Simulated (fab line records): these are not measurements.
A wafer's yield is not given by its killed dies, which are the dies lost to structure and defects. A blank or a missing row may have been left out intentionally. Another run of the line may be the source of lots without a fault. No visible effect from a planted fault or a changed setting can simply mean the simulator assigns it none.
fab line records	flow n5_finfet
[record] lots = 11	wafers = 33	last_day = 20
route steps=1938 shown BEOL_M9@1455 PASSIVATION@1936
lots with no fault: from the same line, run without faults
start_h: start of the lot's first displayed wafer, in hours after the record's first day	wait_h: time in hours since the lot's previous step	" identical to the entry in the row above	L1.1+2: a single row standing in for several wafers	- value missing, or start not given	* or withheld: withheld	< > ~ a bound
route shown NAME@n: a module of which the file shows steps, and the number in the route of the first	usual: mean/standard deviation of fault-free wafers	same: alike in all rows	chamber/n: place in a boat	sites: per-site readings	_std_site: how widely they spread, as a standard deviation	_edge_site: the outer-site mean with the inner-site mean subtracted	radius_mm: for every site, how far away it sits from the centre of the wafer	mask NAME#n: copy n	behind: the last tool/chamber to shape the wafer	hold: what put the lot on hold/how long, in hours/how the hold closed	device: names the non-switching transistor (n, p or np)	end of line: the tests these same wafers got at the end of their route	where a step has no rows: the recipe by itself	killed: dies that structure and defects cost at the first sort, which is not the same as the wafer's yield	map: per-die view of a wafer (x killed, . not killed, _ where there is no die)
set.NAME: the run value of the setting; set.NAME@STEP: its run value at that earlier step	model.NAME: the simulator's own value behind a step, which no gauge read
one table for each step of the route and one row for each wafer, over a sample of lots
services: a tool's chamber out of use, with start hour (start_h, from the record's first day; less than 0 if before it), hours out, and reason
[[steps]]
[step N5_BEOL_M9_CURE_72]
[recipe] temp_c = 370	time_s = 120	ambient = DMADMS/He	material = SiCOH_lowk
[usual] lamp_power_pct = 52.31/0.057	wafer_temp_C_max = 371.9/0.9
lot.wafer	tool	chamber	start_h	wait_h	lamp_power_pct	wafer_temp_C_max
L801.1	uv_cure-02	1	251.91	0.0	52.31	373.4
L801.5	"	1	"	"	52.30	372.1
L801.6	"	1	"	"	52.35	373.1
L800.1	uv_cure-02	0	282.95	0.0	52.38	373.0
L800.3	"	0	"	"	52.28	372.1
L800.5	"	0	"	"	52.32	372.6
L802.1	uv_cure-03	1	287.36	0.0	52.28	371.0
L802.3	"	1	"	"	52.20	371.1
L802.4	"	1	"	"	52.40	371.1
L803.2	uv_cure-01	2	297.00	0.1	52.39	370.8
L803.5	"	2	"	"	52.34	370.6
L803.6	"	2	"	"	52.29	371.3
L808.2	uv_cure-03	2	339.77	0.1	52.34	371.3
L808.3	"	2	"	"	52.30	371.7
L808.6	"	2	"	"	52.28	371.1
L814.3	uv_cure-01	0	367.39	0.4	52.36	372.6
L814.5	"	0	"	"	52.34	372.1
L814.6	"	0	"	"	52.33	371.7
L819.1	uv_cure-01	2	367.79	0.1	52.27	371.1
L819.2	"	2	"	"	52.31	370.9
L819.4	"	2	"	"	52.37	371.3
L818.3	uv_cure-03	0	370.65	0.1	52.36	371.8
L818.5	"	0	"	"	52.36	371.6
L818.6	"	0	"	"	52.31	371.8
L821.2	uv_cure-03	2	406.70	0.1	52.31	371.9
L821.5	"	2	"	"	52.44	371.5
L821.6	"	2	"	"	52.28	370.9
L823.2	uv_cure-01	1	406.95	0.3	52.32	372.2
L823.3	"	1	"	"	52.27	373.1
L823.5	"	1	"	"	52.32	372.6
L822.1	uv_cure-03	1	414.82	0.0	52.27	371.0
L822.2	"	1	"	"	52.32	371.3
L822.4	"	1	"	"	52.40	370.8
[step N5_BEOL_M9_PRE_CLEAN_45]
[recipe] gas = H2/He	time_s = 30	temp_c = 250
[usual] heater_power_w = 326/43
lot.wafer	tool	chamber	start_h	wait_h	heater_power_w
L801.1	pvd_sputter-01	-	253.36	0.0	278
L801.5	"	-	"	"	283
L801.6	"	-	"	"	342
L800.1	pvd_sputter-01	-	284.21	0.0	282
L800.3	"	-	"	"	283
L800.5	"	-	"	"	270
L802.1	pvd_sputter-01	-	287.79	0.0	279
L802.3	"	-	"	"	337
L802.4	"	-	"	"	342
L803.2	pvd_sputter-01	-	297.34	0.0	284
L803.5	"	-	"	"	346
L803.6	"	-	"	"	283
L808.2	pvd_sputter-03	-	340.21	0.0	315
L808.3	"	-	"	"	381
L808.6	"	-	"	"	314
L814.3	pvd_sputter-01	-	367.91	0.0	285
L814.5	"	-	"	"	275
L814.6	"	-	"	"	344
L819.1	pvd_sputter-03	-	368.61	0.0	378
L819.2	"	-	"	"	397
L819.4	"	-	"	"	339
L818.3	pvd_sputter-03	-	371.01	0.0	385
L818.5	"	-	"	"	380
L818.6	"	-	"	"	392
L821.2	pvd_sputter-03	-	407.71	0.0	378
L821.5	"	-	"	"	377
L821.6	"	-	"	"	317
L823.2	pvd_sputter-01	-	407.77	0.0	271
L823.3	"	-	"	"	287
L823.5	"	-	"	"	264
L822.1	pvd_sputter-03	-	415.74	0.0	383
L822.2	"	-	"	"	344
L822.4	"	-	"	"	312
[step N5_BEOL_M9_CVD_78]
[recipe] material = Co	target_thk_a = 20	temp_c = withheld	precursor = CCTBA/H2	pressure_torr = 30	time_s = 138.9
[usual] run_length_s = 161.4/0.5
lot.wafer	tool	chamber	start_h	wait_h	run_length_s
L801.1	cvd_co-02	0	253.92	0.1	160.9
L801.5	"	1	"	"	161.8
L801.6	"	2	"	"	160.5
L800.1	cvd_co-01	0	286.27	0.1	162.0
L800.3	"	1	"	"	161.1
L800.5	"	2	"	"	162.3
L802.1	cvd_co-02	1	288.27	0.0	161.7
L802.3	"	0	"	"	161.0
L802.4	"	2	"	"	160.4
L803.2	cvd_co-02	1	298.30	0.3	162.5
L803.5	"	0	"	"	161.2
L803.6	"	2	"	"	161.1
L808.2	cvd_co-01	0	341.40	0.3	75.1
L808.3	"	0	"	"	75.2
L808.6	"	2	"	"	161.4
L814.3	cvd_co-02	2	368.55	0.0	160.8
L814.5	"	0	"	"	161.1
L814.6	"	1	"	"	161.9
L819.1	cvd_co-02	0	369.95	0.0	160.9
L819.2	"	2	"	"	161.3
L819.4	"	1	"	"	162.1
L818.3	cvd_co-02	1	371.76	0.3	162.2
L818.5	"	2	"	"	160.4
L818.6	"	1	"	"	162.1
L821.2	cvd_co-01	1	408.17	0.1	160.7
L821.5	"	0	"	"	161.6
L821.6	"	2	"	"	161.5
L823.2	cvd_co-01	2	408.53	0.1	161.8
L823.3	"	1	"	"	161.2
L823.5	"	0	"	"	162.2
L822.1	cvd_co-02	0	417.96	0.0	161.1
L822.2	"	2	"	"	160.7
L822.4	"	1	"	"	161.9
[step N5_BEOL_M9_ANNEAL_51]
[recipe] temp_c = 225	time_s = 90	ambient = N2
[usual] wafer_temp_C_max = 226.4/0.36
lot.wafer	tool	chamber	start_h	wait_h	wafer_temp_C_max
L801.1	rtp_anneal-01	0	254.50	0.3	226.5
L801.5	"	0	"	"	226.0
L801.6	"	0	"	"	226.1
L800.1	rtp_anneal-02	0	287.11	0.1	227.0
L800.3	"	0	"	"	227.0
L800.5	"	0	"	"	226.9
L802.1	rtp_anneal-01	0	289.47	0.8	225.8
L802.3	"	0	"	"	226.1
L802.4	"	0	"	"	226.1
L803.2	rtp_anneal-01	0	298.79	0.1	226.3
L803.5	"	0	"	"	226.2
L803.6	"	0	"	"	226.1
L808.2	rtp_anneal-02	0	342.36	0.1	226.3
L808.3	"	0	"	"	225.9
L808.6	"	0	"	"	225.9
L814.3	rtp_anneal-02	0	369.19	0.3	226.3
L814.5	"	0	"	"	227.0
L814.6	"	0	"	"	227.1
L819.1	rtp_anneal-02	0	370.33	0.1	226.8
L819.2	"	0	"	"	226.3
L819.4	"	0	"	"	226.4
L818.3	rtp_anneal-02	0	373.72	0.2	226.4
L818.5	"	0	"	"	226.1
L818.6	"	0	"	"	226.5
L821.2	rtp_anneal-02	0	408.64	0.1	226.5
L821.5	"	0	"	"	226.1
L821.6	"	0	"	"	226.4
L823.2	rtp_anneal-02	0	409.30	0.5	226.8
L823.3	"	0	"	"	226.1
L823.5	"	0	"	"	226.0
L822.1	rtp_anneal-01	0	418.55	0.3	226.5
L822.2	"	0	"	"	226.3
L822.4	"	0	"	"	226.3
[step N5_PASSIVATION_PROBE_49]
[usual] defect_limited_yield = 91.2/1.4	killed_at_M0_to_M3 = 36/11	killed_at_M4_up = 14/5.6	killed_at_contacts = 12/5.9	killed_at_front_end = 38/13	killed_at_other = 3.5/2.7	killed_dies = 104/17	killed_open = 68/12	killed_short = 34/8.2	sort_bin_5_function = 5.1/0.95	sort_bin_6_memory = 3.3/0.7	sort_n_pass = 1076/17	sort_yield_pct = 91.2/1.4
[same] gross_dies = 1180	killed_at_back_side = 0	sort_bin_4_leakage[%] = 0	sort_bin_8_speed[%] = 0
lot.wafer	tool	chamber	start_h	wait_h	defect_limited_yield[%]	killed_at_M0_to_M3	killed_at_M4_up	killed_at_contacts	killed_at_front_end	killed_at_other	killed_dies	killed_open	killed_short	sort_bin_5_function[%]	sort_bin_6_memory[%]	sort_n_pass	sort_yield_pct[%]
L801.1	prober-02	-	314.63	0.0	91.5	29	14	9	46	2	100	69	28	4.2	3.6	1080	91.5
L801.5	prober-02	-	314.83	0.2	92.2	25	4	10	46	7	92	62	30	4.7	3.1	1088	92.2
L801.6	prober-02	-	314.88	0.3	91.0	26	10	10	55	5	106	73	32	5.7	3.2	1074	91.0
L800.1	prober-02	-	337.62	0.0	90.3	26	8	15	59	6	114	72	41	5.3	3.9	1066	90.3
L800.3	prober-02	-	337.72	0.1	90.2	23	8	15	69	1	116	58	56	4.8	4.4	1064	90.2
L800.5	prober-02	-	337.82	0.2	89.9	29	17	21	49	3	119	80	38	5.8	4.0	1061	89.9
L802.1	prober-02	-	343.91	0.0	93.1	40	8	9	22	2	81	52	29	4.3	2.3	1099	93.1
L802.3	prober-02	-	344.01	0.1	93.0	32	7	13	30	1	83	58	22	3.1	3.5	1097	93.0
L802.4	prober-02	-	344.06	0.2	93.6	33	10	5	24	4	76	42	33	3.4	2.7	1104	93.6
L803.2	prober-02	-	353.17	0.1	89.2	53	11	3	54	7	128	85	41	6.4	4.2	1052	89.2
L803.5	prober-02	-	353.32	0.2	90.3	51	9	8	46	1	115	80	31	5.8	3.5	1065	90.3
L803.6	prober-02	-	353.37	0.3	88.7	35	9	7	78	4	133	84	44	6.2	4.0	1047	88.7
L808.2	prober-02	-	403.41	0.1	90.3	39	15	25	36	0	115	72	39	5.3	4.1	1065	90.3
L808.3	prober-02	-	403.46	0.1	92.5	29	13	19	25	3	89	61	27	4.2	2.9	1091	92.5
L808.6	prober-02	-	403.61	0.3	89.7	49	9	7	51	6	122	76	43	6.4	3.7	1058	89.7
L814.3	prober-02	-	429.64	0.1	92.9	33	11	7	30	3	84	57	24	4.0	3.1	1096	92.9
L814.5	prober-02	-	429.74	0.2	92.1	33	24	15	19	2	93	68	24	4.7	3.0	1087	92.1
L814.6	prober-02	-	429.79	0.3	93.8	28	12	7	21	5	73	48	23	3.9	1.9	1107	93.8
L818.3	prober-01	-	434.57	0.1	89.7	60	14	2	45	1	122	75	44	6.4	3.5	1058	89.7
L818.5	prober-01	-	434.67	0.2	91.9	40	10	8	35	2	95	62	26	4.4	3.4	1085	91.9
L818.6	prober-01	-	434.72	0.3	89.7	47	21	14	37	3	122	87	27	5.5	4.7	1058	89.7
L819.1	prober-01	-	437.50	0.0	90.6	32	16	12	48	3	111	74	32	5.1	3.8	1069	90.6
L819.2	prober-01	-	437.55	0.1	89.2	32	24	10	59	3	128	82	44	5.6	5.0	1052	89.2
L819.4	prober-01	-	437.65	0.2	90.0	46	12	12	47	1	118	77	40	6.3	3.0	1062	90.0
L821.2	prober-01	-	462.88	0.1	92.1	31	13	14	31	4	93	61	30	5.3	2.2	1087	92.1
L821.5	prober-01	-	463.03	0.2	93.2	30	17	12	19	2	80	47	31	4.3	2.3	1100	93.2
L821.6	prober-01	-	463.08	0.3	93.4	32	16	3	25	2	78	53	20	4.5	1.9	1102	93.4
L823.2	prober-02	-	464.76	0.1	91.5	29	21	12	37	1	100	70	25	4.7	3.6	1080	91.5
L823.3	prober-02	-	464.81	0.1	92.7	25	8	24	28	1	86	55	28	4.0	3.3	1094	92.7
L823.5	prober-02	-	464.91	0.2	91.9	33	4	19	39	1	96	61	32	5.0	2.4	1084	91.9
L822.1	prober-02	-	481.21	0.0	90.9	35	15	2	51	4	107	72	33	5.2	3.5	1073	90.9
L822.2	prober-02	-	481.26	0.1	89.8	44	16	11	49	0	120	78	41	6.0	3.4	1060	89.8
L822.4	prober-02	-	481.36	0.2	89.5	28	17	3	75	1	124	71	50	5.3	4.8	1056	89.5
// killed by level:class
L801.1 FIN_SAQP:geometric_particle:open=10 BEOL_M3:geometric_particle:open=9 STI_FIN_REVEAL:geometric_particle:open=8 BEOL_M2:geometric_particle:open=8 MOL_CONTACT_COAG:geometric_particle:open=8 STI_FIN_REVEAL:geometric_particle:short=5 BEOL_M4:geometric_particle:open=5 FIN_SAQP:geometric_particle:short=4
L801.5 FIN_SAQP:geometric_particle:short=10 MOL_CONTACT_COAG:geometric_particle:open=9 STI_FIN_REVEAL:geometric_particle:open=8 FIN_SAQP:geometric_particle:open=7 DUMMY_GATE:geometric_particle:open=7 BEOL_M3:geometric_particle:open=7 BEOL_M0_SAQP:geometric_particle:open=4 BEOL_M1:geometric_particle:open=4
L801.6 STI_FIN_REVEAL:geometric_particle:open=18 BEOL_M3:geometric_particle:open=11 MOL_CONTACT_COAG:geometric_particle:open=7 BEOL_M0_SAQP:geometric_particle:open=6 FIN_SAQP:geometric_particle:short=5 DUMMY_GATE:geometric_particle:open=5 GATE_CUT:geometric_particle:open=5 FIN_SAQP:geometric_particle:open=4
L800.1 FIN_SAQP:geometric_particle:open=12 DUMMY_GATE:geometric_particle:open=10 MOL_CONTACT_COAG:geometric_particle:open=10 FIN_SAQP:geometric_particle:short=9 BEOL_M2:geometric_particle:open=6 STI_FIN_REVEAL:geometric_particle:open=5 GATE_CUT:geometric_particle:short=5 BEOL_M3:geometric_particle:open=5
L800.3 FIN_SAQP:geometric_particle:short=26 FIN_SAQP:geometric_particle:open=12 MOL_CONTACT_COAG:geometric_particle:open=11 BEOL_M0_SAQP:geometric_particle:short=9 BEOL_M0_SAQP:geometric_particle:open=6 STI_FIN_REVEAL:geometric_particle:short=5 MOL_CONTACT_COAG:geometric_particle:short=4 STI_FIN_REVEAL:geometric_particle:open=4
L800.5 MOL_CONTACT_COAG:geometric_particle:open=21 FIN_SAQP:geometric_particle:short=14 BEOL_M2:geometric_particle:open=9 DUMMY_GATE:geometric_particle:open=8 BEOL_M0_SAQP:geometric_particle:open=7 FIN_SAQP:geometric_particle:open=5 STARTING-WAFER:geometric_particle:short=5 BEOL_M4:geometric_particle:open=5
L802.1 BEOL_M3:geometric_particle:open=12 BEOL_M0_SAQP:geometric_particle:short=11 MOL_CONTACT_COAG:geometric_particle:open=8 FIN_SAQP:geometric_particle:short=5 STI_FIN_REVEAL:geometric_particle:open=5 BEOL_M0_SAQP:geometric_particle:open=5 BEOL_M2:geometric_particle:open=3 BEOL_M3:geometric_particle:short=3
L802.3 BEOL_M2:geometric_particle:open=9 MOL_CONTACT_COAG:geometric_particle:open=9 BEOL_M3:geometric_particle:open=6 STI_FIN_REVEAL:geometric_particle:open=5 DUMMY_GATE:geometric_particle:open=5 GATE_CUT:geometric_particle:short=5 BEOL_M0_SAQP:geometric_particle:open=5 MOL_CONTACT_COAG:geometric_particle:short=4
L802.4 BEOL_M0_SAQP:geometric_particle:short=10 BEOL_M0_SAQP:geometric_particle:open=6 STARTING-WAFER:geometric_particle:open=5 BEOL_M1:geometric_particle:open=4 STI_FIN_REVEAL:geometric_particle:short=3 STI_FIN_REVEAL:geometric_particle:open=3 DUMMY_GATE:geometric_particle:open=3 MOL_CONTACT_COAG:geometric_particle:short=3
L803.2 STI_FIN_REVEAL:geometric_particle:open=18 BEOL_M1:geometric_particle:open=12 FIN_SAQP:geometric_particle:short=9 BEOL_M2:geometric_particle:open=9 BEOL_M0_SAQP:geometric_particle:short=9 BEOL_M3:geometric_particle:open=9 BEOL_M1:geometric_particle:short=7 FIN_SAQP:geometric_particle:open=6
L803.5 BEOL_M1:geometric_particle:open=23 FIN_SAQP:geometric_particle:open=10 FIN_SAQP:geometric_particle:short=8 STI_FIN_REVEAL:geometric_particle:open=8 MOL_CONTACT_COAG:geometric_particle:open=8 BEOL_M0_SAQP:geometric_particle:open=8 BEOL_M0_SAQP:geometric_particle:short=7 BEOL_M1:geometric_particle:short=5
L803.6 STI_FIN_REVEAL:geometric_particle:open=30 BEOL_M0_SAQP:geometric_particle:open=10 FIN_SAQP:geometric_particle:short=8 GATE_CUT:geometric_particle:short=7 BEOL_M1:geometric_particle:open=7 BEOL_M2:geometric_particle:open=6 BEOL_M0_SAQP:geometric_particle:short=6 STI_FIN_REVEAL:geometric_particle:short=5
L808.2 MOL_CONTACT_COAG:geometric_particle:open=19 FIN_SAQP:geometric_particle:open=10 BEOL_M0_SAQP:geometric_particle:open=10 BEOL_M0_SAQP:geometric_particle:short=9 GATE_CUT:geometric_particle:short=7 BEOL_M4:geometric_particle:open=6 BEOL_M2:geometric_particle:open=6 MOL_CONTACT_COAG:geometric_particle:short=5
L808.3 MOL_CONTACT_COAG:geometric_particle:open=13 BEOL_M4:geometric_particle:open=11 BEOL_M0_SAQP:geometric_particle:open=8 MOL_CONTACT_COAG:geometric_particle:short=6 STI_FIN_REVEAL:geometric_particle:open=5 BEOL_M0_SAQP:geometric_particle:short=5 BEOL_M3:geometric_particle:open=5 FIN_SAQP:geometric_particle:open=4
L808.6 BEOL_M0_SAQP:geometric_particle:open=14 BEOL_M0_SAQP:geometric_particle:short=12 STI_FIN_REVEAL:geometric_particle:open=10 BEOL_M3:geometric_particle:open=10 FIN_SAQP:geometric_particle:open=9 GATE_CUT:geometric_particle:short=8 MOL_CONTACT_COAG:geometric_particle:open=5 FIN_CUT:geometric_particle:open=4
L814.3 STI_FIN_REVEAL:geometric_particle:open=9 BEOL_M2:geometric_particle:open=9 BEOL_M0_SAQP:geometric_particle:open=7 MOL_CONTACT_COAG:geometric_particle:open=6 BEOL_M0_SAQP:geometric_particle:short=6 BEOL_M1:geometric_particle:open=6 DUMMY_GATE:geometric_particle:open=4 GATE_CUT:geometric_particle:open=4
L814.5 MOL_CONTACT_COAG:geometric_particle:open=10 BEOL_M5:geometric_particle:open=10 BEOL_M0_SAQP:geometric_particle:open=9 BEOL_M1:geometric_particle:open=7 BEOL_M3:geometric_particle:open=7 GATE_CUT:geometric_particle:short=5 MOL_CONTACT_COAG:geometric_particle:short=5 BEOL_M0_SAQP:geometric_particle:short=5
L814.6 BEOL_M2:geometric_particle:open=7 STI_FIN_REVEAL:geometric_particle:open=6 MOL_CONTACT_COAG:geometric_particle:open=5 BEOL_M4:geometric_particle:open=5 BEOL_M0_SAQP:geometric_particle:open=4 BEOL_M2:geometric_particle:short=4 FIN_SAQP:geometric_particle:open=3 BEOL_M0_SAQP:geometric_particle:short=3
L818.3 FIN_SAQP:geometric_particle:short=15 BEOL_M1:geometric_particle:open=11 BEOL_M0_SAQP:geometric_particle:short=10 FIN_SAQP:geometric_particle:open=9 BEOL_M0:geometric_particle:open=9 BEOL_M0_SAQP:geometric_particle:open=9 BEOL_M2:geometric_particle:open=9 BEOL_M4:geometric_particle:open=7
L818.5 BEOL_M2:geometric_particle:open=10 BEOL_M0_SAQP:geometric_particle:open=9 MOL_CONTACT_COAG:geometric_particle:open=8 FIN_SAQP:geometric_particle:short=7 FIN_SAQP:geometric_particle:open=7 BEOL_M1:geometric_particle:open=5 BEOL_M3:geometric_particle:open=5 DUMMY_GATE:geometric_particle:short=4
L818.6 BEOL_M4:geometric_particle:open=13 BEOL_M0_SAQP:geometric_particle:open=11 BEOL_M2:geometric_particle:open=10 BEOL_M1:geometric_particle:open=9 DUMMY_GATE:geometric_particle:open=8 MOL_CONTACT_COAG:geometric_particle:open=8 BEOL_M3:geometric_particle:open=8 MOL_CONTACT_COAG:geometric_particle:short=5
L819.1 FIN_SAQP:geometric_particle:open=14 FIN_SAQP:geometric_particle:short=10 MOL_CONTACT_COAG:geometric_particle:open=10 STI_FIN_REVEAL:geometric_particle:open=9 BEOL_M2:geometric_particle:open=9 BEOL_M4:geometric_particle:open=5 BEOL_M0_SAQP:geometric_particle:open=5 BEOL_M1:geometric_particle:open=5
L819.2 FIN_SAQP:geometric_particle:open=20 BEOL_M4:geometric_particle:open=16 FIN_SAQP:geometric_particle:short=12 BEOL_M0_SAQP:geometric_particle:short=10 BEOL_M0_SAQP:geometric_particle:open=7 GATE_CUT:geometric_particle:short=7 BEOL_M3:geometric_particle:open=6 MOL_CONTACT_COAG:geometric_particle:open=6
L819.4 FIN_SAQP:geometric_particle:open=19 FIN_SAQP:geometric_particle:short=9 BEOL_M0_SAQP:geometric_particle:open=8 BEOL_M3:geometric_particle:open=7 MOL_CONTACT_COAG:geometric_particle:open=7 BEOL_M2:geometric_particle:open=6 BEOL_M1:geometric_particle:open=6 BEOL_M1:geometric_particle:short=6
L821.2 BEOL_M2:geometric_particle:open=11 MOL_CONTACT_COAG:geometric_particle:open=11 BEOL_M3:geometric_particle:open=6 FIN_SAQP:geometric_particle:short=5 FIN_SAQP:geometric_particle:open=5 BEOL_M0_SAQP:geometric_particle:short=5 STI_FIN_REVEAL:geometric_particle:open=4 DUMMY_GATE:geometric_particle:open=4
L821.5 MOL_CONTACT_COAG:geometric_particle:open=8 BEOL_M0_SAQP:geometric_particle:open=6 BEOL_M4:geometric_particle:open=6 BEOL_M0_SAQP:geometric_particle:short=5 BEOL_M1:geometric_particle:open=5 BEOL_M3:geometric_particle:open=5 GATE_CUT:geometric_particle:short=4 BEOL_M4:geometric_particle:short=4
L821.6 FIN_SAQP:geometric_particle:open=7 BEOL_M0_SAQP:geometric_particle:open=7 BEOL_M3:geometric_particle:open=7 BEOL_M2:geometric_particle:open=6 BEOL_M4:geometric_particle:open=6 FIN_SAQP:geometric_particle:short=5 BEOL_M0_SAQP:geometric_particle:short=5 STI_FIN_REVEAL:geometric_particle:open=4
L823.2 FIN_SAQP:geometric_particle:open=12 MOL_CONTACT_COAG:geometric_particle:open=11 BEOL_M4:geometric_particle:open=8 FIN_SAQP:geometric_particle:short=7 BEOL_M0_SAQP:geometric_particle:short=6 BEOL_M3:geometric_particle:open=6 DUMMY_GATE:geometric_particle:open=5 BEOL_M1:geometric_particle:open=5
L823.3 MOL_CONTACT_COAG:geometric_particle:open=20 BEOL_M0_SAQP:geometric_particle:short=9 STI_FIN_REVEAL:geometric_particle:open=5 BEOL_M0_SAQP:geometric_particle:open=5 FIN_SAQP:geometric_particle:short=4 BEOL_M2:geometric_particle:open=4 FIN_SAQP:geometric_particle:open=3 STI_FIN_REVEAL:geometric_particle:short=3
L823.5 MOL_CONTACT_COAG:geometric_particle:open=17 BEOL_M0_SAQP:geometric_particle:open=10 BEOL_M1:geometric_particle:open=7 BEOL_M0_SAQP:geometric_particle:short=7 FIN_SAQP:geometric_particle:short=6 FIN_SAQP:geometric_particle:open=6 STI_FIN_REVEAL:geometric_particle:open=6 GATE_CUT:geometric_particle:short=4
L822.1 STI_FIN_REVEAL:geometric_particle:open=15 BEOL_M0_SAQP:geometric_particle:open=9 BEOL_M0_SAQP:geometric_particle:short=8 FIN_SAQP:geometric_particle:open=7 FIN_SAQP:geometric_particle:short=6 BEOL_M1:geometric_particle:open=6 DUMMY_GATE:geometric_particle:open=5 BEOL_M3:geometric_particle:open=5
L822.2 STI_FIN_REVEAL:geometric_particle:open=17 BEOL_M0_SAQP:geometric_particle:open=12 FIN_SAQP:geometric_particle:short=11 BEOL_M0_SAQP:geometric_particle:short=11 BEOL_M4:geometric_particle:open=8 MOL_CONTACT_COAG:geometric_particle:open=6 BEOL_M2:geometric_particle:open=6 FIN_SAQP:geometric_particle:open=5
L822.4 STI_FIN_REVEAL:geometric_particle:open=26 FIN_SAQP:geometric_particle:short=15 BEOL_M0_SAQP:geometric_particle:open=9 BEOL_M4:geometric_particle:short=8 FIN_SAQP:geometric_particle:open=6 BEOL_M0_SAQP:geometric_particle:short=5 BEOL_M4:geometric_particle:open=5 STI_FIN_REVEAL:geometric_particle:short=4
[[services]]
tool	chamber	start_h	hours	kind
uv_cure-01	-	245.78	1.0	pm
uv_cure-01	-	261.62	2.1	pm
cvd_co-01	-	261.70	14.6	pm
uv_cure-02	-	262.86	0.4	repair
uv_cure-01	-	268.04	2.8	pm
cvd_co-01	1	333.33	-	clean
cvd_co-01	1	333.33	22.0	scheduled_down
cvd_co-01	1	333.33	22.0	vent_cycle
pvd_sputter-03	-	347.98	6.3	repair
cvd_co-02	-	374.71	2.8	pm
cvd_co-01	-	377.52	6.0	pm
cvd_co-02	-	381.63	0.7	repair
[[key]]
[first_sign] step = N5_BEOL_M9_CVD_78	reading = run_length_s	direction = down	sigmas = 99+	usual = *	struck = *
effect none on later readings
met_at N5_BEOL_M9_CVD_78
struck_lots L808
struck_wafers L808.2,L808.3
not_acting_at N5_BEOL_M9_CURE_72,N5_BEOL_M9_PRE_CLEAN_45,N5_BEOL_M9_ANNEAL_51
onset_between 286.27 341.40
[fault] kind = process_parameter_drift	tool = cvd_co-01	chamber = -	onset_h = 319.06	steps = N5_BEOL_M9_CVD_78	channel = time_s	offset = *	shape = step	end_h = 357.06	scope = struck_wafers_only	acts_in = *	stated = *
